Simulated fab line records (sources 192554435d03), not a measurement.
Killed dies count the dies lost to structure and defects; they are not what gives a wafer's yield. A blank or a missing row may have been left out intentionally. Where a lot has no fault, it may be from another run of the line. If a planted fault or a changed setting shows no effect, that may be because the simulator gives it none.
Matching of chambers	flow n5 finfet	N5_BEOL_M1_ETCH_77 on rie diel-04: 4 sister chambers
The step etches underlayer in N2/H2, target depth 6.5 nm, time 5.2 s. 4 wafers are shown with their chamber, then 9 later ones without.

== EACH WAFER AND ITS CHAMBER ==
wafer	chamber	drypump motor current A (A)
L086.4	0	6.5
L086.6	3	5.4
L087.1	1	5.6
L087.6	2	6.4

== WAFERS WITH NO CHAMBER GIVEN ==
wafer	drypump motor current A (A)
L092.2	6.5
L092.3	5.7
L092.4	5.6
L093.3	5.4
L093.4	5.6
L093.5	5.6
L095.4	6.5
L095.5	5.4
L095.6	5.6

== WHICH CHAMBER EACH ONE RAN IN ==
wafer	from the rows above	in truth
L092.2	0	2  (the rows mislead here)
L092.3	1	1
L092.4	1	1
L093.3	3	3
L093.4	1	1
L093.5	1	1
L095.4	0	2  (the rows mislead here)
L095.5	3	3
L095.6	1	1
Correctly placed: 7 of 9. Number that these rows cannot place: 0. Number placed wrongly: 2.
How it was worked out, from the rows above alone: a wafer's distance from a chamber is the root of the sum, over the readings, of the square of ((its reading less the chamber's mean) divided by the reading's scatter). If the next closest chamber is less than 2 further off than the closest, the wafer can't be placed; otherwise it belongs to the closest. The mean given for a chamber averages the wafers shown for that chamber. The scatter (one wafer shown for each chamber): square how far every hidden wafer sits from the nearest shown wafer, average those squares and take the square root.
